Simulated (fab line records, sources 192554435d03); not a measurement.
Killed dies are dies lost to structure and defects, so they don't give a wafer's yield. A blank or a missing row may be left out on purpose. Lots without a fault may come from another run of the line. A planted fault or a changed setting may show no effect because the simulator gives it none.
One fault seen from 2 desks | flow n5_finfet | each desk has only its own numbers; what lay behind them comes last

THE METROLOGY DESK
What the gauges read, lot by lot, whatever tool the lot ran on: means of the sampled wafers that have a number. A lot is out of limits, marked OUT, if its mean lies more than 4 standard deviations from the usual mean; the brackets give that distance. Of its 10 readings 7 are shown: those that lie furthest out on some lot.
Columns: A = DIBL_N at N5_BEOL_M4_RC_MEAS_101, usual 36.3 mV/V; B = DIBL_P at N5_BEOL_M4_RC_MEAS_101, usual 35.7 mV/V; C = IOFF_P at N5_BEOL_M4_RC_MEAS_101, usual 0.204 nA/um; D = ION_N at N5_BEOL_M4_RC_MEAS_101, usual 671 uA/um; E = SS_P at N5_BEOL_M4_RC_MEAS_101, usual 73.1 mV/dec; F = VT_N at N5_BEOL_M4_RC_MEAS_101, usual 250.2 mV; G = VT_P at N5_BEOL_M4_RC_MEAS_101, usual -251 mV
lot  | first seen here | A    | B    | C     | D   | E    | F     | G
L654 | day 8 17:02     | 35.0 | 33.9 | 0.202 | 673 | 72.6 | 249.3 | -250
L659 | day 9 00:01     | 36.3 | 35.7 | 0.215 | 673 | 73.0 | 248.8 | -248
L665 | day 11 00:01    | 36.6 | 36.5 | 0.197 | 685 | 73.4 | 250.9 | -253
L666 | day 11 16:47    | 35.0 | 35.9 | 0.177 | 666 | 72.8 | 251.0 | -254
L670 | day 11 23:05    | 34.9 | 35.8 | 0.184 | 663 | 72.9 | 253.4 | -252
L677 | day 13 19:11    | 36.0 | 35.2 | 0.183 | 667 | 72.3 | 251.6 | -254
This desk's finding: nothing out of limits on any of the 6 lots.

THE TOOL OWNER'S DESK: ald_sin-02
The tool's own readings at N5_MOL_CONTACT_COAG_ALD_27 (deposits SiOC, target thk 17 nm, pulse time 1.5 s, time 2720 s): means of the sampled wafers that have a number, for each lot that ran on this tool. A lot is out of limits, marked OUT, if its mean lies more than 4 standard deviations from the usual mean; the brackets give that distance.
Columns: A = heater_power_w at N5_MOL_CONTACT_COAG_ALD_27, usual 874 W; B = precursor_pulse_height_rel at N5_MOL_CONTACT_COAG_ALD_27, usual 1.000; C = run_length_s at N5_MOL_CONTACT_COAG_ALD_27, usual 2769.8 s
lot  | first seen here | A   | B     | C
L665 | day 8 03:59     | 918 | 0.985 | 2770.0
L666 | day 8 07:55     | 920 | 0.988 | 2673.7 (-99 or more) OUT
L670 | day 8 23:58     | 912 | 0.996 | 2674.0 (-99 or more) OUT
This desk's finding: out of limits on L666, L670; first on L666, day 8 07:55 (run_length_s at N5_MOL_CONTACT_COAG_ALD_27). In limits: L665.

PUT TOGETHER
The tool owner's desk could have raised an alarm at day 8 07:55, on L666, L670.
The metrology desk saw nothing out of limits.
The metrology desk has L666, L670 on record, within its limits.
Of the lots named, all ran N5_MOL_CONTACT_COAG_ALD_27 on ald_sin-02.

WHAT THE SIMULATOR HAD PUT IN
Process parameter drift: ald_sin-02, from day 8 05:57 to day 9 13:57, at N5_MOL_CONTACT_COAG_ALD_27. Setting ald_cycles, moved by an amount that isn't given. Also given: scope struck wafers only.
Lots struck among those shown: L666, L670.
Hours from the fault's start to each desk's first reading out of limits: the tool owner's desk, 2.
